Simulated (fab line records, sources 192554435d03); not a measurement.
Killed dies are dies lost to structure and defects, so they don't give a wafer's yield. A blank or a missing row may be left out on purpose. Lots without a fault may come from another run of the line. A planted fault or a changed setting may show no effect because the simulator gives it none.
Which tool did it? | flow n5_finfet | 23 lots, 69 wafers sampled, at 6 steps of a route of 1938

WHAT THE GAUGES READ, wafer by wafer
The record holds no reading of a measuring or inspecting step that can be judged against a usual standard deviation.

WHICH TOOL RAN EACH LOT (tool, then ch and the chambers of the sampled wafers, then the start)
lot  | N5_BEOL_M0_SAQP_SPACER1_ALD_98    | N5_BEOL_M0_CUTY_ETCH_62            | N5_BEOL_M0_STRIP_140               | N5_BEOL_M0_STRIP_104               | N5_BEOL_M0_DEGAS_112         | N5_BEOL_M0_ALD_136
L074 | ald_sin-04 ch 0,1, day 5 11:05    | rie_diel-01 ch 0,2,3, day 5 15:32  | rie_diel-01 ch 1,2,3, day 5 18:17  | rie_diel-01 ch 1,2,3, day 5 18:19  | pvd_sputter-02, day 5 20:31  | ald_metal-03 ch 0,2,3, day 5 20:38
L075 | ald_sin-02 ch 1,3, day 5 16:36    | rie_diel-03 ch 0,1,2, day 5 20:58  | rie_diel-05 ch 1,2, day 6 00:37    | rie_diel-05 ch 1,2, day 6 00:38    | pvd_sputter-02, day 6 01:54  | ald_metal-03 ch 0,1,3, day 6 02:00
L076 | ald_sin-02 ch 1,2,3, day 5 23:44  | rie_diel-03 ch 2,3, day 6 05:08    | rie_diel-05 ch 0,1,2, day 6 06:09  | rie_diel-05 ch 0,1,2, day 6 06:10  | pvd_sputter-03, day 6 07:34  | ald_metal-03 ch 0,1,3, day 6 07:40
L077 | ald_sin-02 ch 1,2,3, day 6 07:49  | rie_diel-03 ch 2,3, day 6 12:02    | rie_diel-05 ch 0,2, day 6 12:29    | rie_diel-05 ch 0,2, day 6 12:30    | pvd_sputter-01, day 6 13:14  | ald_metal-02 ch 0,1,2, day 6 13:20
L078 | ald_sin-01 ch 1,3, day 6 13:52    | rie_diel-01 ch 0,2, day 6 18:30    | rie_diel-01 ch 0,1, day 6 19:02    | rie_diel-01 ch 0,1, day 6 19:03    | pvd_sputter-02, day 6 21:17  | ald_metal-02 ch 0,1,3, day 6 21:23
L079 | ald_sin-01 ch 0,1,2, day 6 20:09  | rie_diel-05 ch 0,1,2, day 7 00:26  | rie_diel-03 ch 0,1,2, day 7 03:05  | rie_diel-03 ch 0,1,2, day 7 03:06  | pvd_sputter-02, day 7 04:01  | ald_metal-02 ch 0,2,3, day 7 04:10
L080 | ald_sin-01 ch 0,1,2, day 7 05:52  | rie_diel-05 ch 0,3, day 7 10:33    | rie_diel-05 ch 0,2,3, day 7 11:01  | rie_diel-05 ch 0,2,3, day 7 11:02  | pvd_sputter-01, day 7 12:25  | ald_metal-01 ch 0,1, day 7 12:31
L081 | ald_sin-01 ch 2,3, day 7 06:52    | rie_diel-03 ch 0,3, day 7 11:45    | rie_diel-01 ch 0,1, day 7 13:35    | rie_diel-01 ch 0,1, day 7 13:37    | pvd_sputter-02, day 7 15:14  | ald_metal-02 ch 1,2, day 7 15:20
L082 | ald_sin-02 ch 1,2,3, day 7 13:36  | rie_diel-01 ch 0,2, day 7 18:01    | rie_diel-05 ch 0,1,3, day 7 18:46  | rie_diel-05 ch 0,1,3, day 7 18:47  | pvd_sputter-03, day 7 19:44  | ald_metal-03 ch 0,1,2, day 7 19:51
L083 | ald_sin-02 ch 1,2, day 7 17:22    | rie_diel-01 ch 0,1, day 7 22:07    | rie_diel-05 ch 0,2,3, day 7 22:33  | rie_diel-05 ch 0,2,3, day 7 22:34  | pvd_sputter-01, day 7 23:07  | ald_metal-01 ch 1,2,3, day 7 23:27
L084 | ald_sin-04 ch 0,1,3, day 7 21:25  | rie_diel-05 ch 0,2,3, day 8 02:46  | rie_diel-01 ch 0,2, day 8 06:44    | rie_diel-01 ch 0,2, day 8 06:46    | pvd_sputter-03, day 8 12:11  | ald_metal-03 ch 1,2,3, day 8 12:30
L085 | ald_sin-02 ch 0,1,2, day 8 06:15  | rie_diel-03 ch 1,2,3, day 8 10:47  | rie_diel-03 ch 1,3, day 8 13:02    | rie_diel-03 ch 1,3, day 8 13:03    | pvd_sputter-01, day 8 14:20  | ald_metal-03 ch 2,3, day 8 14:35
L086 | ald_sin-02 ch 1,2,3, day 8 15:14  | rie_diel-03 ch 0,3, day 8 20:58    | rie_diel-03 ch 0,1,3, day 8 21:25  | rie_diel-03 ch 0,1,3, day 8 21:26  | pvd_sputter-02, day 8 22:17  | ald_metal-01 ch 0,2, day 8 22:30
L087 | ald_sin-04 ch 0,3, day 9 03:15    | rie_diel-03 ch 0,3, day 9 09:59    | rie_diel-05 ch 0,2,3, day 9 11:55  | rie_diel-05 ch 0,2,3, day 9 11:56  | pvd_sputter-01, day 9 13:52  | ald_metal-01 ch 1,2, day 9 13:59
L088 | ald_sin-02 ch 0,1, day 9 06:38    | rie_diel-05 ch 0,3, day 9 12:27    | rie_diel-03 ch 0,1,2, day 9 13:25  | rie_diel-03 ch 0,1,2, day 9 13:26  | pvd_sputter-01, day 9 14:08  | ald_metal-03 ch 0,2,3, day 9 14:14
L090 | ald_sin-02 ch 0,2, day 9 13:29    | rie_diel-03 ch 0,2,3, day 9 17:51  | rie_diel-01 ch 1,2, day 9 19:55    | rie_diel-01 ch 1,2, day 9 19:56    | pvd_sputter-01, day 9 21:30  | ald_metal-01 ch 1,3, day 9 21:36
L091 | ald_sin-04 ch 0,3, day 9 21:58    | rie_diel-05 ch 0,2, day 10 02:34   | rie_diel-05 ch 0,2,3, day 10 04:53 | rie_diel-05 ch 0,2,3, day 10 04:55 | pvd_sputter-01, day 10 08:20 | ald_metal-03 ch 0,1,3, day 10 08:26
L092 | ald_sin-01 ch 1,2, day 9 23:23    | rie_diel-05 ch 1,2,3, day 10 04:04 | rie_diel-03 ch 0,1,2, day 10 05:07 | rie_diel-03 ch 0,1,2, day 10 05:08 | pvd_sputter-01, day 10 08:25 | ald_metal-02 ch 0,1,2, day 10 08:31
L093 | ald_sin-01 ch 1,2, day 10 06:56   | rie_diel-03 ch 1,2, day 10 11:29   | rie_diel-01 ch 0,1,3, day 10 13:21 | rie_diel-01 ch 0,1,3, day 10 13:22 | pvd_sputter-01, day 10 14:15 | ald_metal-01 ch 0,1,3, day 10 14:22
L094 | ald_sin-04 ch 0,1, day 10 14:34   | rie_diel-01 ch 1,3, day 10 19:05   | rie_diel-01 ch 0,3, day 10 21:38   | rie_diel-01 ch 0,3, day 10 21:40   | pvd_sputter-01, day 10 22:16 | ald_metal-03 ch 1,2,3, day 10 22:35
L095 | ald_sin-01 ch 1,2,3, day 10 23:40 | rie_diel-01 ch 0,1,2, day 11 04:50 | rie_diel-03 ch 1,2,3, day 11 05:40 | rie_diel-03 ch 1,2,3, day 11 05:41 | pvd_sputter-02, day 11 06:56 | ald_metal-02 ch 1,2, day 11 07:02
L096 | ald_sin-02 ch 0,1,2, day 11 02:17 | rie_diel-01 ch 0,1,3, day 11 06:57 | rie_diel-05 ch 0,1,3, day 11 10:23 | rie_diel-05 ch 0,1,3, day 11 10:24 | pvd_sputter-03, day 11 11:14 | ald_metal-02 ch 0,1,3, day 11 11:22
L097 | ald_sin-01 ch 0,1, day 11 07:56   | rie_diel-01 ch 0,2,3, day 11 13:00 | rie_diel-01 ch 0,1,2, day 11 17:50 | rie_diel-01 ch 0,1,2, day 11 17:51 | pvd_sputter-03, day 11 18:28 | ald_metal-03 ch 1,3, day 11 18:34
- N5_BEOL_M0_SAQP_SPACER1_ALD_98: deposits SiO2, target thk 12.8 nm, pulse time 1 s, purge time 2 s.
- N5_BEOL_M0_CUTY_ETCH_62: etches SiARC in CF4, time 58.5 s.
- N5_BEOL_M0_STRIP_140: strips in CF4.
- N5_BEOL_M0_STRIP_104: strips in N2/H2.
- N5_BEOL_M0_DEGAS_112: time 60 s.
- N5_BEOL_M0_ALD_136: deposits TaN, pulse time 2 s, purge time 3 s, co reactant purge time 2 s.

WHAT THE TOOLS THEMSELVES READ (means of the sampled wafers that have a number; where no wafer has one, the mark that the record gives instead)
N5_BEOL_M0_SAQP_SPACER1_ALD_98.
lot  | tool       | heater_power_w (W) | precursor_pulse_height_rel
L074 | ald_sin-04 | 470                | 0.975
L075 | ald_sin-02 | 431                | 1.000
L076 | ald_sin-02 | 446                | 0.993
L077 | ald_sin-02 | 453                | 1.032
L078 | ald_sin-01 | 467                | 1.018
L079 | ald_sin-01 | 468                | 1.010
L080 | ald_sin-01 | 476                | 0.991
L081 | ald_sin-01 | 418                | 0.992
L082 | ald_sin-02 | 445                | 1.011
L083 | ald_sin-02 | 424                | 0.999
L084 | ald_sin-04 | 489                | 1.014
L085 | ald_sin-02 | 471                | 1.007
L086 | ald_sin-02 | 445                | 0.994
L087 | ald_sin-04 | 517                | 0.997
L088 | ald_sin-02 | 462                | 0.999
L090 | ald_sin-02 | 475                | 1.005
L091 | ald_sin-04 | 501                | 1.008
L092 | ald_sin-01 | 466                | 0.992
L093 | ald_sin-01 | 463                | 0.995
L094 | ald_sin-04 | 469                | 1.006
L095 | ald_sin-01 | 441                | 0.987
L096 | ald_sin-02 | 478                | 0.994
L097 | ald_sin-01 | 499                | 1.009

N5_BEOL_M0_CUTY_ETCH_62.
lot  | tool        | drypump_motor_current_A (A) | etch_rf_on_time_s (s) | mfc_ar_sccm (sccm) | oes_product_au (a.u.) | rf_vpp_V (V) | showerhead_plenum_p_Torr (Torr) | throttle_valve_pct (%)
L074 | rie_diel-01 | 5.8                         | 59.3                  | 100.00             | 0.60                  | 184.5        | 2.12                            | 15.65
L075 | rie_diel-03 | 5.1                         | 57.8                  | 100.12             | 0.67                  | 182.8        | 2.08                            | 15.48
L076 | rie_diel-03 | 5.3                         | 58.1                  | 100.09             | 0.62                  | 182.9        | 2.10                            | 15.67
L077 | rie_diel-03 | 5.9                         | 57.8                  | 100.41             | 0.64                  | 182.9        | 2.08                            | 15.75
L078 | rie_diel-01 | 5.9                         | 58.5                  | 100.18             | 0.69                  | 185.7        | 2.23                            | 15.47
L079 | rie_diel-05 | 5.6                         | 60.8                  | 100.20             | 0.60                  | 183.5        | 2.10                            | 15.66
L080 | rie_diel-05 | 4.9                         | 58.7                  | 99.91              | 0.62                  | 184.9        | 2.19                            | 15.58
L081 | rie_diel-03 | 5.6                         | 59.4                  | 100.30             | 0.75                  | 185.3        | 2.22                            | 15.48
L082 | rie_diel-01 | 5.9                         | 58.5                  | 100.03             | 0.67                  | 185.2        | 2.22                            | 15.49
L083 | rie_diel-01 | 5.9                         | 59.7                  | 100.26             | 0.60                  | 185.1        | 2.20                            | 15.68
L084 | rie_diel-05 | 5.4                         | 58.6                  | 99.94              | 0.61                  | 183.4        | 2.14                            | 15.67
L085 | rie_diel-03 | 5.5                         | 57.6                  | 100.12             | 0.66                  | 183.3        | 2.08                            | 15.53
L086 | rie_diel-03 | 6.0                         | 58.4                  | 100.10             | 0.69                  | 184.1        | 2.14                            | 15.67
L087 | rie_diel-03 | 5.6                         | 59.1                  | 100.07             | 0.72                  | 185.6        | 2.21                            | 15.52
L088 | rie_diel-05 | 5.1                         | 59.7                  | 100.19             | 0.60                  | 184.0        | 2.15                            | 15.55
L090 | rie_diel-03 | 5.5                         | 58.1                  | 100.09             | 0.74                  | 184.0        | 2.15                            | 15.46
L091 | rie_diel-05 | 5.9                         | 59.5                  | 99.91              | 0.59                  | 183.5        | 2.07                            | 15.79
L092 | rie_diel-05 | 5.5                         | 59.3                  | 100.09             | 0.60                  | 183.6        | 2.12                            | 15.76
L093 | rie_diel-03 | 5.2                         | 57.2                  | 99.81              | 0.75                  | 184.1        | 2.09                            | 15.14
L094 | rie_diel-01 | 5.8                         | 60.8                  | 100.00             | 0.69                  | 184.7        | 2.13                            | 15.42
L095 | rie_diel-01 | 5.8                         | 59.1                  | 99.88              | 0.64                  | 184.4        | 2.22                            | 15.57
L096 | rie_diel-01 | 5.9                         | 60.5                  | 100.27             | 0.63                  | 183.6        | 2.16                            | 15.56
L097 | rie_diel-01 | 5.7                         | 59.3                  | 99.89              | 0.69                  | 184.0        | 2.18                            | 15.40

N5_BEOL_M0_STRIP_140.
lot  | tool        | drypump_motor_current_A (A) | oes_product_au (a.u.) | rf_vpp_V (V) | showerhead_plenum_p_Torr (Torr) | throttle_valve_pct (%)
L074 | rie_diel-01 | 5.7                         | 0.69                  | 271.7        | 1.78                            | 13.71
L075 | rie_diel-05 | 5.7                         | 0.72                  | 269.7        | 1.75                            | 13.67
L076 | rie_diel-05 | 5.6                         | 0.72                  | 270.2        | 1.76                            | 13.64
L077 | rie_diel-05 | 5.5                         | 0.72                  | 270.5        | 1.77                            | 13.59
L078 | rie_diel-01 | 5.9                         | 0.72                  | 272.3        | 1.85                            | 13.68
L079 | rie_diel-03 | 5.1                         | 0.83                  | 271.5        | 1.81                            | 13.30
L080 | rie_diel-05 | 5.4                         | 0.71                  | 270.5        | 1.79                            | 13.66
L081 | rie_diel-01 | 6.0                         | 0.70                  | 271.5        | 1.84                            | 13.66
L082 | rie_diel-05 | 5.1                         | 0.72                  | 270.8        | 1.80                            | 13.57
L083 | rie_diel-05 | 5.4                         | 0.71                  | 271.8        | 1.79                            | 13.67
L084 | rie_diel-01 | 5.9                         | 0.76                  | 273.6        | 1.86                            | 13.51
L085 | rie_diel-03 | 6.1                         | 0.79                  | 269.7        | 1.74                            | 13.55
L086 | rie_diel-03 | 5.7                         | 0.83                  | 270.4        | 1.79                            | 13.34
L087 | rie_diel-05 | 5.4                         | 0.70                  | 269.7        | 1.79                            | 13.69
L088 | rie_diel-03 | 5.1                         | 0.90                  | 271.4        | 1.80                            | 13.13
L090 | rie_diel-01 | 5.6                         | 0.83                  | 272.8        | 1.89                            | 13.40
L091 | rie_diel-05 | 5.4                         | 0.69                  | 271.1        | 1.79                            | 13.70
L092 | rie_diel-03 | 5.1                         | 0.88                  | 271.0        | 1.80                            | 13.15
L093 | rie_diel-01 | 5.9                         | 0.74                  | 270.9        | 1.81                            | 13.57
L094 | rie_diel-01 | 5.8                         | 0.81                  | 270.1        | 1.78                            | 13.39
L095 | rie_diel-03 | 5.5                         | 0.82                  | 270.7        | 1.74                            | 13.37
L096 | rie_diel-05 | 5.1                         | 0.69                  | 271.2        | 1.79                            | 13.66
L097 | rie_diel-01 | 5.8                         | 0.74                  | 273.5        | 1.86                            | 13.58

N5_BEOL_M0_STRIP_104.
lot  | tool        | drypump_motor_current_A (A) | oes_product_au (a.u.) | rf_vpp_V (V) | showerhead_plenum_p_Torr (Torr) | temp_c (C) | throttle_valve_pct (%)
L074 | rie_diel-01 | 5.7                         | 0.70                  | 59.1         | 2.50                            | 40.04      | 23.4
L075 | rie_diel-05 | 5.7                         | 0.72                  | 59.2         | 2.49                            | 39.98      | 23.7
L076 | rie_diel-05 | 5.6                         | 0.71                  | 59.8         | 2.49                            | 40.13      | 23.5
L077 | rie_diel-05 | 5.6                         | 0.71                  | 60.4         | 2.49                            | 40.00      | 23.4
L078 | rie_diel-01 | 5.9                         | 0.72                  | 60.9         | 2.63                            | 40.00      | 23.7
L079 | rie_diel-03 | 5.1                         | 0.85                  | 60.0         | 2.56                            | 40.02      | 23.3
L080 | rie_diel-05 | 5.4                         | 0.71                  | 60.5         | 2.53                            | 40.15      | 23.6
L081 | rie_diel-01 | 6.0                         | 0.70                  | 57.7         | 2.63                            | 39.99      | 23.7
L082 | rie_diel-05 | 5.1                         | 0.71                  | 59.2         | 2.55                            | 40.10      | 23.3
L083 | rie_diel-05 | 5.4                         | 0.71                  | 57.9         | 2.53                            | 40.00      | 23.6
L084 | rie_diel-01 | 5.9                         | 0.76                  | 58.4         | 2.65                            | 40.00      | 23.5
L085 | rie_diel-03 | 6.1                         | 0.79                  | 57.4         | 2.45                            | 40.02      | 23.7
L086 | rie_diel-03 | 5.7                         | 0.83                  | 59.1         | 2.53                            | 39.99      | 23.5
L087 | rie_diel-05 | 5.4                         | 0.70                  | 59.0         | 2.53                            | 40.07      | 23.6
L088 | rie_diel-03 | 5.1                         | 0.91                  | 58.2         | 2.55                            | 40.04      | 23.2
L090 | rie_diel-01 | 5.7                         | 0.85                  | 60.4         | 2.67                            | 39.92      | 23.2
L091 | rie_diel-05 | 5.4                         | 0.69                  | 57.9         | 2.52                            | 39.97      | 23.6
L092 | rie_diel-03 | 5.1                         | 0.90                  | 57.9         | 2.55                            | 39.93      | 23.2
L093 | rie_diel-01 | 5.9                         | 0.75                  | 59.6         | 2.57                            | 39.91      | 23.5
L094 | rie_diel-01 | 5.8                         | 0.80                  | 58.8         | 2.53                            | 40.07      | 23.3
L095 | rie_diel-03 | 5.5                         | 0.83                  | 60.6         | 2.46                            | 40.05      | 23.4
L096 | rie_diel-05 | 5.1                         | 0.69                  | 60.2         | 2.54                            | 40.01      | 23.4
L097 | rie_diel-01 | 5.8                         | 0.74                  | 59.9         | 2.64                            | 39.99      | 23.5

N5_BEOL_M0_DEGAS_112.
lot  | tool           | heater_power_w (W)
L074 | pvd_sputter-02 | 340
L075 | pvd_sputter-02 | 362
L076 | pvd_sputter-03 | 354
L077 | pvd_sputter-01 | 413
L078 | pvd_sputter-02 | 346
L079 | pvd_sputter-02 | 377
L080 | pvd_sputter-01 | 384
L081 | pvd_sputter-02 | 350
L082 | pvd_sputter-03 | 357
L083 | pvd_sputter-01 | 373
L084 | pvd_sputter-03 | 371
L085 | pvd_sputter-01 | 373
L086 | pvd_sputter-02 | 374
L087 | pvd_sputter-01 | 386
L088 | pvd_sputter-01 | 387
L090 | pvd_sputter-01 | 377
L091 | pvd_sputter-01 | 388
L092 | pvd_sputter-01 | 365
L093 | pvd_sputter-01 | 352
L094 | pvd_sputter-01 | 398
L095 | pvd_sputter-02 | 323
L096 | pvd_sputter-03 | 346
L097 | pvd_sputter-03 | 396

N5_BEOL_M0_ALD_136.
lot  | tool         | heater_power_w (W)
L074 | ald_metal-03 | 406
L075 | ald_metal-03 | 398
L076 | ald_metal-03 | 389
L077 | ald_metal-02 | 475
L078 | ald_metal-02 | 469
L079 | ald_metal-02 | 454
L080 | ald_metal-01 | 411
L081 | ald_metal-02 | 489
L082 | ald_metal-03 | 372
L083 | ald_metal-01 | 436
L084 | ald_metal-03 | 413
L085 | ald_metal-03 | 424
L086 | ald_metal-01 | 432
L087 | ald_metal-01 | 459
L088 | ald_metal-03 | 404
L090 | ald_metal-01 | 436
L091 | ald_metal-03 | 399
L092 | ald_metal-02 | 473
L093 | ald_metal-01 | 404
L094 | ald_metal-03 | 408
L095 | ald_metal-02 | 489
L096 | ald_metal-02 | 472
L097 | ald_metal-03 | 431

THE ANSWER, worked out from the rows above alone
Rule: what is usual is taken from the lots themselves. Put in order of their means at a reading, lots are off if they are a third of the lots or fewer, leave a main group of 4 or more, and stand apart from it by a gap of 3 or more times the standard deviation of the main group's means; of several such gaps the widest counts. A main group whose means are all the same, to the digits that the tables above print for the reading, isn't used. A lot without any number at a reading at which 4 lots or more have one is off too. The other lots that the step has rows for count as sound. The gauges are gone through in route order, then the tools' own readings, and for those a lot's mean is taken as printed above. The first step at which some lot is off is used, and at that step the reading that is off furthest; a lot without a number counts as furthest.
No lot is off at any reading shown: from this, nothing can be told.

WHAT THE SIMULATOR HAD PUT IN
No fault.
